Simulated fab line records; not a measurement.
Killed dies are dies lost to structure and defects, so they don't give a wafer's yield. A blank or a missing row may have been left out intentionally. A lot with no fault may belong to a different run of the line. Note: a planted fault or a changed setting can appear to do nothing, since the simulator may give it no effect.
Which tool did it? + flow n5Finfet + 24 lots, 72 wafers sampled, at 3 steps of a route of 1938

WHAT EACH GAUGE READ, for each wafer
N5_BEOL_M2_OVL_MEAS_12. Usual: for M2_OVL the level is 0.3 nm and the standard deviation is 0.58.
| lot  | measured     | on         | M2_OVL (nm)    | flag |
|------|--------------|------------|----------------|------|
| L074 | day 6 15:22  | overlay-01 | 0.1 -0.7 -0.6  |      |
| L075 | day 6 19:49  | overlay-02 | 0.1 0.9 0.0    |      |
| L076 | day 6 23:49  | overlay-02 | 0.6 1.1 0.0    |      |
| L077 | day 7 00:02  | overlay-02 | -0.5 -0.7 -0.1 |      |
| L078 | day 7 14:22  | overlay-01 | 0.1 -0.1 0.3   |      |
| L080 | day 7 22:41  | overlay-01 | -0.5 -0.7 0.8  |      |
| L079 | day 8 04:20  | overlay-02 | -0.7 0.2 -0.5  |      |
| L081 | day 8 04:32  | overlay-01 | 0.2 -0.3 0.4   |      |
| L082 | day 8 08:15  | overlay-01 | 1.1 1.3 0.3    |      |
| L083 | day 9 11:54  | overlay-01 | -0.1 -0.3 0.2  |      |
| L084 | day 9 12:52  | overlay-02 | 0.3 0.2 0.2    |      |
| L085 | day 10 03:35 | overlay-02 | 0.8 0.8 0.1    |      |
| L086 | day 10 11:44 | overlay-01 | -0.3 0.3 -0.3  |      |
| L087 | day 10 12:36 | overlay-02 | 0.5 0.7 -0.2   |      |
| L089 | day 10 13:01 | overlay-01 | 1.0 0.6 0.0    |      |
| L090 | day 10 15:32 | overlay-02 | 0.7 0.2 0.0    |      |
| L088 | day 10 15:35 | overlay-01 | -0.2 -0.3 0.9  |      |
| L091 | day 10 18:40 | overlay-02 | 1.4 0.8 0.4    |      |
| L092 | day 11 06:25 | overlay-01 | -0.7 0.8 0.3   |      |
| L093 | day 11 07:05 | overlay-02 | 0.1 0.6 0.2    |      |
| L094 | day 11 20:43 | overlay-01 | 0.3 0.8 0.7    |      |
| L095 | day 11 23:43 | overlay-02 | 0.1 0.2 0.9    |      |
| L096 | day 12 03:11 | overlay-02 | 0.4 1.0 0.4    |      |
| L097 | day 12 04:16 | overlay-02 | 0.6 0.2 1.2    |      |

N5_BEOL_M2_OVL_MEAS_29. Usual: for V1_OVL the level is 0.4 nm and the standard deviation is 0.63.
| lot  | measured     | on         | V1_OVL (nm)   | flag |
|------|--------------|------------|---------------|------|
| L074 | day 6 16:23  | overlay-02 | 0.2 1.6 0.8   |      |
| L075 | day 6 20:53  | overlay-02 | 1.0 1.2 0.8   |      |
| L076 | day 7 00:57  | overlay-02 | -0.4 0.2 0.2  |      |
| L077 | day 7 01:01  | overlay-01 | -0.9 0.0 -0.3 |      |
| L078 | day 7 15:15  | overlay-02 | -0.1 0.6 -0.6 |      |
| L080 | day 7 23:41  | overlay-02 | 0.9 0.1 0.6   |      |
| L079 | day 8 05:13  | overlay-01 | -0.1 -0.2 0.1 |      |
| L081 | day 8 05:27  | overlay-02 | -0.2 0.3 -0.2 |      |
| L082 | day 8 09:23  | overlay-02 | 0.9 1.1 0.5   |      |
| L083 | day 9 12:56  | overlay-01 | 0.4 0.3 0.4   |      |
| L084 | day 9 13:46  | overlay-02 | 0.9 1.0 0.7   |      |
| L085 | day 10 04:35 | overlay-01 | 0.5 -0.7 -0.3 |      |
| L086 | day 10 12:49 | overlay-02 | 0.5 0.0 0.6   |      |
| L087 | day 10 13:38 | overlay-01 | 0.0 0.3 -0.2  |      |
| L089 | day 10 14:02 | overlay-02 | -0.4 0.2 -0.1 |      |
| L090 | day 10 16:51 | overlay-01 | 0.2 0.9 0.4   |      |
| L088 | day 10 16:41 | overlay-02 | 0.8 0.8 1.0   |      |
| L091 | day 10 19:34 | overlay-01 | 0.0 -0.7 -0.4 |      |
| L092 | day 11 07:25 | overlay-01 | 0.7 1.2 0.3   |      |
| L093 | day 11 08:03 | overlay-01 | 1.1 -0.6 1.3  |      |
| L094 | day 11 22:03 | overlay-01 | 0.0 -0.3 0.0  |      |
| L095 | day 12 01:27 | overlay-02 | 0.6 0.4 1.5   |      |
| L096 | day 12 04:14 | overlay-02 | 0.8 -0.5 -0.2 |      |
| L097 | day 12 05:31 | overlay-01 | 1.3 1.9 0.6   |      |

WHAT TOOL EACH LOT RAN ON (gives the tool, then ch and the chambers of the sampled wafers, and finally the start)
| lot  | N5_BEOL_M2_ETCH_63                |
|------|-----------------------------------|
| L074 | rieDiel-03 ch 0,1,2, day 6 15:31  |
| L075 | rieDiel-06 ch 0,1,3, day 6 20:06  |
| L076 | rieDiel-04 ch 0,1,3, day 7 00:01  |
| L077 | rieDiel-04 ch 0,1,3, day 7 00:17  |
| L078 | rieDiel-06 ch 0,1,2, day 7 14:31  |
| L080 | rieDiel-06 ch 0,1,2, day 7 22:50  |
| L079 | rieDiel-06 ch 0,2,3, day 8 04:29  |
| L081 | rieDiel-06 ch 0,2,3, day 8 04:43  |
| L082 | rieDiel-03 ch 1,2, day 8 08:25    |
| L083 | rieDiel-03 ch 0,2,3, day 9 12:11  |
| L084 | rieDiel-04 ch 1,3, day 9 13:01    |
| L085 | rieDiel-03 ch 0,3, day 10 03:43   |
| L086 | rieDiel-03 ch 1,3, day 10 12:04   |
| L087 | rieDiel-04 ch 1,2,3, day 10 12:46 |
| L089 | rieDiel-06 ch 0,1,3, day 10 13:10 |
| L090 | rieDiel-06 ch 0,1,2, day 10 15:44 |
| L088 | rieDiel-04 ch 0,1,2, day 10 15:49 |
| L091 | rieDiel-03 ch 2,3, day 10 18:48   |
| L092 | rieDiel-03 ch 0,1,3, day 11 06:33 |
| L093 | rieDiel-04 ch 0,1,2, day 11 07:14 |
| L094 | rieDiel-04 ch 1,2,3, day 11 21:07 |
| L095 | rieDiel-04 ch 1,2, day 12 00:26   |
| L096 | rieDiel-06 ch 0,3, day 12 03:20   |
| L097 | rieDiel-04 ch 1,2,3, day 12 04:36 |
- N5_BEOL_M2_ETCH_63: etches SiARC in CF4, target depth 15.6 nm, time 26 s.

AS READ BY THE TOOLS THEMSELVES (means over the sampled wafers that have a number; for cases with no such wafer, the mark the record gives instead)
N5_BEOL_M2_ETCH_63. Usual: drypumpMotorCurrentA 5.6 A, standard deviation 0.51; etchRfOnTimeS 26.0 s, standard deviation 0.51; oesProductAu 0.69 a.u., standard deviation 0.079; rfVppV 184.2 V, standard deviation 1.3; showerheadPlenumPTorr 2.15 Torr, standard deviation 0.079; throttleValvePct 15.59 %, standard deviation 0.2.
| lot  | tool       | drypumpMotorCurrentA (A) | etchRfOnTimeS (s) | oesProductAu (a.u.) | rfVppV (V) | showerheadPlenumPTorr (Torr) | throttleValvePct (%) | flag |
|------|------------|--------------------------|-------------------|---------------------|------------|------------------------------|----------------------|------|
| L074 | rieDiel-03 | 5.7                      | 26.2              | 0.70                | 183.4      | 2.17                         | 15.51                |      |
| L075 | rieDiel-06 | 5.4                      | 25.3              | 0.82                | 186.1      | 2.26                         | 15.54                |      |
| L076 | rieDiel-04 | 5.5                      | 26.1              | 0.66                | 183.6      | 2.09                         | 15.50                |      |
| L077 | rieDiel-04 | 5.5                      | 26.3              | 0.66                | 183.1      | 2.09                         | 15.49                |      |
| L078 | rieDiel-06 | 5.5                      | 25.6              | 0.74                | 184.8      | 2.22                         | 15.58                |      |
| L080 | rieDiel-06 | 5.5                      | 25.8              | 0.72                | 185.0      | 2.22                         | 15.58                |      |
| L079 | rieDiel-06 | 5.2                      | 25.7              | 0.73                | 184.7      | 2.22                         | 15.68                |      |
| L081 | rieDiel-06 | 5.2                      | 25.6              | 0.74                | 184.5      | 2.22                         | 15.68                |      |
| L082 | rieDiel-03 | 5.8                      | 26.7              | 0.70                | 183.9      | 2.11                         | 15.54                |      |
| L083 | rieDiel-03 | 5.5                      | 26.3              | 0.68                | 183.3      | 2.13                         | 15.57                |      |
| L084 | rieDiel-04 | 5.8                      | 26.1              | 0.61                | 184.0      | 2.11                         | 15.52                |      |
| L085 | rieDiel-03 | 5.5                      | 25.8              | 0.67                | 183.5      | 2.12                         | 15.49                |      |
| L086 | rieDiel-03 | 6.1                      | 26.0              | 0.67                | 183.4      | 2.13                         | 15.38                |      |
| L087 | rieDiel-04 | 6.1                      | 26.6              | 0.60                | 184.4      | 2.10                         | 15.69                |      |
| L089 | rieDiel-06 | 5.4                      | 25.7              | 0.76                | 185.3      | 2.24                         | 15.60                |      |
| L090 | rieDiel-06 | 5.5                      | 25.6              | 0.78                | 185.0      | 2.21                         | 15.47                |      |
| L088 | rieDiel-04 | 5.9                      | 26.4              | 0.63                | 183.3      | 2.08                         | 15.71                |      |
| L091 | rieDiel-03 | 5.7                      | 26.0              | 0.68                | 183.1      | 2.06                         | 15.50                |      |
| L092 | rieDiel-03 | 5.7                      | 26.3              | 0.66                | 184.3      | 2.15                         | 15.50                |      |
| L093 | rieDiel-04 | 5.8                      | 26.4              | 0.62                | 183.4      | 2.08                         | 15.71                |      |
| L094 | rieDiel-04 | 6.1                      | 26.4              | 0.59                | 183.4      | 2.09                         | 15.72                |      |
| L095 | rieDiel-04 | 6.1                      | 26.1              | 0.61                | 183.0      | 2.06                         | 15.66                |      |
| L096 | rieDiel-06 | 5.0                      | 25.5              | 0.76                | 185.8      | 2.24                         | 15.71                |      |
| L097 | rieDiel-04 | 6.1                      | 26.2              | 0.59                | 183.4      | 2.09                         | 15.72                |      |

THE ANSWER, worked out from the rows above alone
Rule: lot off if the mean of its wafers having a number is beyond 3 standard deviations from the usual mean. A lot without any number at a reading at which 4 lots or more have one is off too. The other lots that the step has rows for count as sound. After the gauges, taken in route order, come the tools' own readings; for these a lot's mean is taken, as printed above. At the first step where some lot is off, the reading lying furthest off is the one used; lots without a number count as furthest.
No lot is off on any of the readings shown, so nothing can be concluded from this.

WHAT HAD BEEN PUT IN BY THE SIMULATOR
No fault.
